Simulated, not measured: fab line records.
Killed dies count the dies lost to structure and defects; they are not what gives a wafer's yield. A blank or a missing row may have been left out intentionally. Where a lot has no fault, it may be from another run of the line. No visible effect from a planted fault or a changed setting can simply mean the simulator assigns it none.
Chamber matching | flow n5Finfet | rieDiel-02 running N5_DUMMY_GATE_ETCH_37: 4 sister chambers
The step etches SOC in N2/H2, target depth 60 nm, overetch 30 nm. 4 wafers are shown with their chamber, then 9 later ones without.

EACH WAFER AND ITS CHAMBER
wafer  | chamber | showerheadPlenumPTorr (Torr)
L082.6 | 2       | 2.39
L084.6 | 1       | 2.41
L085.3 | 0       | 2.64
L085.6 | 3       | 2.66

WAFERS WITH NO CHAMBER GIVEN
wafer  | showerheadPlenumPTorr (Torr)
L087.2 | 2.39
L087.4 | 2.66
L087.6 | 2.39
L090.1 | 2.65
L090.3 | 2.41
L090.5 | 2.64
L094.2 | 2.65
L094.5 | 2.71
L094.6 | 2.40

EACH ONE'S CHAMBER
wafer  | from the rows above     | in truth
L087.2 | can't be placed: 2 or 1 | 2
L087.4 | can't be placed: 3 or 0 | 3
L087.6 | can't be placed: 2 or 1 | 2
L090.1 | can't be placed: 0 or 3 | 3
L090.3 | can't be placed: 1 or 2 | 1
L090.5 | can't be placed: 0 or 3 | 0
L094.2 | can't be placed: 0 or 3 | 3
L094.5 | can't be placed: 3 or 0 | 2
L094.6 | can't be placed: 2 or 1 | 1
0 of 9 placed correctly. These rows do not allow placing 9 (true chamber among the candidates in 8). Placed wrongly: 0.
How it was worked out, from the rows above alone: a wafer's distance from a chamber is the root of the sum, over the readings, of the square of ((its reading less the chamber's mean) divided by the reading's scatter). If the next closest chamber is less than 2 further off than the closest, the wafer can't be placed; otherwise it belongs to the closest. A chamber's mean is the mean of its shown wafers. The scatter: root of mean squared gap, hidden wafer to nearest shown wafer, with one shown wafer a chamber.
